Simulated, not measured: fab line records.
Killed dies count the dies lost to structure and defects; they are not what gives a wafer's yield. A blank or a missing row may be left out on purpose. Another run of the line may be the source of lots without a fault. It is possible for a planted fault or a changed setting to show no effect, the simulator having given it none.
Chamber matching | flow n5 finfet | rie diel-05 running N5_MOL_CONTACT_COAG_ETCHBACK_135: 4 sister chambers
The step etches SiO2 in CHF3, target depth 25 nm, time 16.7 s. 22 wafers are shown with their chamber, then 11 later ones without.

## WAFERS WITH THEIR CHAMBER
wafer  | chamber | drypump motor current A (A) | rf vpp V (V) | showerhead plenum p Torr (Torr)
L075.3 | 0       | 5.2                         | 513          | 2.33
L075.4 | 3       | 5.4                         | 525          | 2.37
L075.6 | 2       | 5.6                         | 529          | 2.42
L076.1 | 1       | 4.8                         | 508          | 2.34
L076.3 | 3       | 5.4                         | 525          | 2.37
L076.5 | 0       | 5.3                         | 513          | 2.33
L077.1 | 2       | 5.6                         | 528          | 2.42
L077.2 | 1       | 4.9                         | 507          | 2.34
L077.3 | 0       | 5.2                         | 515          | 2.33
L078.1 | 0       | 5.2                         | 514          | 2.33
L078.5 | 3       | 5.4                         | 525          | 2.37
L078.6 | 0       | 5.3                         | 514          | 2.33
L082.2 | 0       | 5.2                         | 513          | 2.33
L082.3 | 2       | 5.6                         | 528          | 2.41
L082.6 | 1       | 4.9                         | 510          | 2.33
L083.2 | 3       | 5.4                         | 524          | 2.36
L083.5 | 2       | 5.6                         | 528          | 2.41
L083.6 | 3       | 5.4                         | 524          | 2.36
L087.1 | 2       | 5.6                         | 528          | 2.40
L087.4 | 0       | 5.2                         | 514          | 2.32
L087.5 | 1       | 4.9                         | 508          | 2.33
L088.2 | 1       | 4.9                         | 509          | 2.33

SIGNATURES (averages over the wafers above)
reading                  | chamber 0 | chamber 1 | chamber 2 | chamber 3 | scatter within a chamber
drypump motor current A  | 5.229     | 4.880     | 5.600     | 5.400     | 0.0352
rf vpp V                 | 513.71    | 508.40    | 528.20    | 524.60    | 0.768
showerhead plenum p Torr | 2.3286    | 2.3340    | 2.4120    | 2.3660    | 0.0058
Rule: a wafer's distance from a chamber is the root of the sum, over the readings, of the square of ((its reading less the chamber's mean) divided by the reading's scatter). If the next closest chamber is less than 2 further off than the closest, the wafer can't be placed; otherwise it belongs to the closest. The scatter: take each reading less its chamber's mean, square it, sum over the shown wafers, divide by the number of wafers less the number of chambers, and take the root.

## WAFERS WHOSE CHAMBER IS MISSING
wafer  | drypump motor current A (A) | rf vpp V (V) | showerhead plenum p Torr (Torr)
L088.5 | 5.3                         | 513          | 2.32
L088.6 | 5.6                         | 529          | 2.40
L092.4 | 4.9                         | 510          | 2.33
L092.5 | 5.6                         | 530          | 2.40
L092.6 | 5.3                         | 513          | 2.32
L093.1 | 4.9                         | 507          | 2.32
L093.2 | 5.3                         | 514          | 2.32
L093.6 | 4.8                         | 508          | 2.32
L094.1 | 5.6                         | 528          | 2.40
L094.4 | 5.4                         | 524          | 2.36
L094.5 | 5.6                         | 528          | 2.40

## EACH ONE'S CHAMBER
wafer  | from the rows above | in truth
L088.5 | 0                   | 0
L088.6 | 2                   | 2
L092.4 | 1                   | 1
L092.5 | 2                   | 2
L092.6 | 0                   | 0
L093.1 | 1                   | 1
L093.2 | 0                   | 0
L093.6 | 1                   | 1
L094.1 | 2                   | 2
L094.4 | 3                   | 3
L094.5 | 2                   | 2
Placed correctly: 11 of 11. Left unplaced by these rows: 0. 0 placed wrongly.
